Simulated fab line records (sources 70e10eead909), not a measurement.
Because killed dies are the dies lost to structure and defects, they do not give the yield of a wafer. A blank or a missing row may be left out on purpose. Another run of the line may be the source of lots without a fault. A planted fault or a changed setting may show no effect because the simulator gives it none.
8D (eight disciplines) problem report, filled in by code | flow nand-harc | the parts of the form that need people (team, actions taken, sign-off) are left out

## 1. WHAT IS WRONG
raw-defect-count at NHARC_P_STI_INSPECT_25 reads a mean of 576 on 6 wafers of 2 lots; wafers without a fault read 192 with a standard deviation of 55. Measured from the usual mean, that is +7.0 standard deviations.
First seen on wafer L573.1, day 8 15:15, on defect-inspect-02. The record has a number at this step for 42 wafers belonging to 14 lots. Rule for "out", or "out of limits": more than 4 standard deviations from the usual mean. All remaining wafers that have a number are taken as sound.

## 2. WHAT THIS IS AND IS NOT
question                    | is                     | is not
which readings at this step | raw-defect-count       | -
which lots                  | L573, L577             | L563, L564, L565, L566, L567, L568, L569, L572, L578, L579, L581, L585
which wafers of those lots  | all that have a number | -
read on which gauges        | defect-inspect-02      | defect-inspect-01
when                        | from day 8 15:15       | up to then (24 sound wafers); but 12 sound wafers of L578, L579, L581, L585 came after

## 3. WHAT RULES OUT EACH SUSPECT
Counting: a tool at a process step up to the reading stays a suspect if it ran every lot that is out and no sound lot after the first of them.
- the gauge at NHARC_P_STI_INSPECT_25: kept. All the wafers that are out were read on defect-inspect-02, and no step on other tools shows them out.
- wet-bench-09 at NHARC_P_STI_STRIP_24 (strips Si3N4 in H3PO4): kept. It ran every lot that is out, first L573 (day 8 04:59), and no sound lot after that; its last sound lot up to then is L572 (day 7 12:11).
What counting leaves: wet-bench-09 at NHARC_P_STI_STRIP_24 and defect-inspect-02 at NHARC_P_STI_INSPECT_25.

## 4. THE CAUSE (what the simulator had put in)
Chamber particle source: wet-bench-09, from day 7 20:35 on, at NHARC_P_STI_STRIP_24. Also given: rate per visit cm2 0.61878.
Of the 2 suspects that counting leaves, this tool is one.

## 5. THE EFFECT CHAIN, in route order
One row per reading whose mean, taken over the struck wafers that have a number, lies over 3 standard deviations from the usual. Only readings for which the record gives a usual standard deviation are gone through. hours: the time from each lot's start at the first step in this table that gives one to its start at this step, as a median over the lots. sigmas: the change in usual standard deviations.
hours | step                    | reading          | usual | on struck wafers | change | sigmas
0     | NHARC_P_STI_INSPECT_25  | raw-defect-count | 192   | 576              | +384   | +7.0
26    | NHARC_P_GATE_INSPECT_28 | raw-defect-count | 5.7   | 414.7            | +409.0 | +99 or more
47    | NHARC_P_GATE_INSPECT_68 | raw-defect-count | 175   | 566              | +390   | +6.7
Later measuring or inspecting steps at which every struck wafer that the step has a row for has a number for every such reading, and none has moved that far: NHARC_P_GATE_CD_MEAS_11.

## 6. WHAT WOULD HAVE CAUGHT IT SOONER
Counted from the fault's start at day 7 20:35, it took 19 hours until the first out-of-limits reading at a measuring or inspecting step in this record, taken at day 8 15:15.
L577, from the lots that are out (2), started NHARC_P_STI_STRIP_24 on wet-bench-09 later than day 8 15:15. Holding the tool at that time would have saved it.
